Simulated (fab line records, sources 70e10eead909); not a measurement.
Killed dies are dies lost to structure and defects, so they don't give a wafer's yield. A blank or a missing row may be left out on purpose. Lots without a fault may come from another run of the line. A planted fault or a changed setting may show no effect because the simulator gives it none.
Chamber matching | flow nand_harc | NHARC_A_STAIRCASE_CMP_472 on cmp-02: 4 sister chambers
The step polishes SiO2. 14 wafers are shown with their chamber, then 7 later ones without.

WAFERS WITH THEIR CHAMBER
wafer  | chamber | motor_current_A (A) | slurry_flow_ml_min | retaining_ring_pressure_frac
L810.2 | 1       | 14.1                | 149.6              | 0.994
L810.4 | 2       | 12.7                | 150.4              | 0.999
L810.5 | 3       | 12.7                | 150.2              | 0.993
L812.1 | 2       | 12.2                | 149.9              | 1.002
L812.4 | 1       | 13.3                | 149.8              | 1.000
L812.6 | 1       | 13.6                | 149.8              | 0.999
L816.2 | 3       | 12.1                | 150.0              | 1.001
L816.4 | 1       | 13.6                | 150.0              | 1.000
L816.5 | 3       | 11.6                | 149.6              | 1.008
L822.2 | 3       | 12.7                | 149.9              | 1.002
L822.4 | 0       | 14.8                | 150.1              | 1.000
L822.6 | 2       | 13.9                | 149.7              | 1.005
L827.1 | 2       | 11.7                | 150.6              | 0.991
L827.4 | 0       | 15.0                | 149.3              | 1.004

SIGNATURES (means of the wafers above)
reading                      | chamber 0 | chamber 1 | chamber 2 | chamber 3 | scatter within a chamber
motor_current_A              | 14.900    | 13.650    | 12.625    | 12.275    | 0.622
slurry_flow_ml_min           | 149.700   | 149.800   | 150.150   | 149.925   | 0.334
retaining_ring_pressure_frac | 1.00200   | 0.99825   | 0.99925   | 1.00100   | 0.00505
Rule: a wafer's distance from a chamber is the root of the sum, over the readings, of the square of ((its reading less the chamber's mean) divided by the reading's scatter). The wafer belongs to the nearest chamber; if the next one is less than 2 further off, it can't be placed. The scatter: the root of (the sum of the squares of (reading less its chamber's mean) over the shown wafers, divided by (wafers less chambers)).

WAFERS WITHOUT THEIR CHAMBER
wafer  | motor_current_A (A) | slurry_flow_ml_min | retaining_ring_pressure_frac
L827.5 | 15.1                | 149.4              | 1.005
L829.2 | 12.2                | 149.9              | 0.999
L829.4 | 14.3                | 149.9              | 1.006
L829.5 | 15.1                | 150.7              | 0.992
L831.2 | 12.2                | 150.2              | 0.996
L831.4 | 12.8                | 149.5              | 1.006
L831.5 | 12.4                | 150.1              | 0.997

WHICH CHAMBER EACH WENT THROUGH
wafer  | from the rows above               | in truth
L827.5 | can't be placed: 0 or 1           | 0
L829.2 | can't be placed: 3 or 2 or 1      | 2
L829.4 | can't be placed: 0 or 1 or 2      | 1
L829.5 | can't be placed: 0 or 1 or 2 or 3 | 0
L831.2 | can't be placed: 2 or 3 or 1      | 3
L831.4 | can't be placed: 3 or 1 or 2 or 0 | 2
L831.5 | can't be placed: 2 or 3 or 1      | 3
Placed correctly: 0 of 7. Can't be placed from these rows: 7 (the true chamber is among the candidates in 7). Placed wrongly: 0.
